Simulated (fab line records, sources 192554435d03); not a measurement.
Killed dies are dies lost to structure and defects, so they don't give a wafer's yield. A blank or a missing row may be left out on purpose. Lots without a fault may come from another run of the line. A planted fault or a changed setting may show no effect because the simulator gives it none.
Chamber matching | flow n5_finfet | N5_BEOL_M8_ETCH_72 on rie_diel-03: 4 sister chambers
The step etches underlayer in N2/H2, target depth 6.5 nm, time 5.2 s. 4 wafers are shown with their chamber, then 8 later ones without.

WAFERS WITH THEIR CHAMBER
wafer  | chamber | throttle_valve_pct (%)
L083.3 | 2       | 17.86
L086.5 | 1       | 18.05
L089.4 | 0       | 18.04
L092.1 | 3       | 17.49

WAFERS WITHOUT THEIR CHAMBER
wafer  | throttle_valve_pct (%)
L092.4 | 17.90
L092.5 | 18.09
L094.2 | 17.47
L094.5 | 18.06
L094.6 | 17.87
L097.1 | 17.91
L097.2 | 18.08
L097.5 | 17.91

WHICH CHAMBER EACH WENT THROUGH
wafer  | from the rows above     | in truth
L092.4 | 2                       | 2
L092.5 | can't be placed: 1 or 0 | 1
L094.2 | 3                       | 3
L094.5 | can't be placed: 1 or 0 | 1
L094.6 | 2                       | 2
L097.1 | 2                       | 2
L097.2 | can't be placed: 1 or 0 | 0
L097.5 | 2                       | 2
Placed correctly: 5 of 8. Can't be placed from these rows: 3 (the true chamber is among the candidates in 3). Placed wrongly: 0.
How it was worked out, from the rows above alone: a wafer's distance from a chamber is the root of the sum, over the readings, of the square of ((its reading less the chamber's mean) divided by the reading's scatter). The wafer belongs to the nearest chamber; if the next one is less than 2 further off, it can't be placed. A chamber's mean is the mean of its shown wafers. The scatter: with one shown wafer a chamber, the root of the mean of the squares of how far each hidden wafer lies from its nearest shown one.
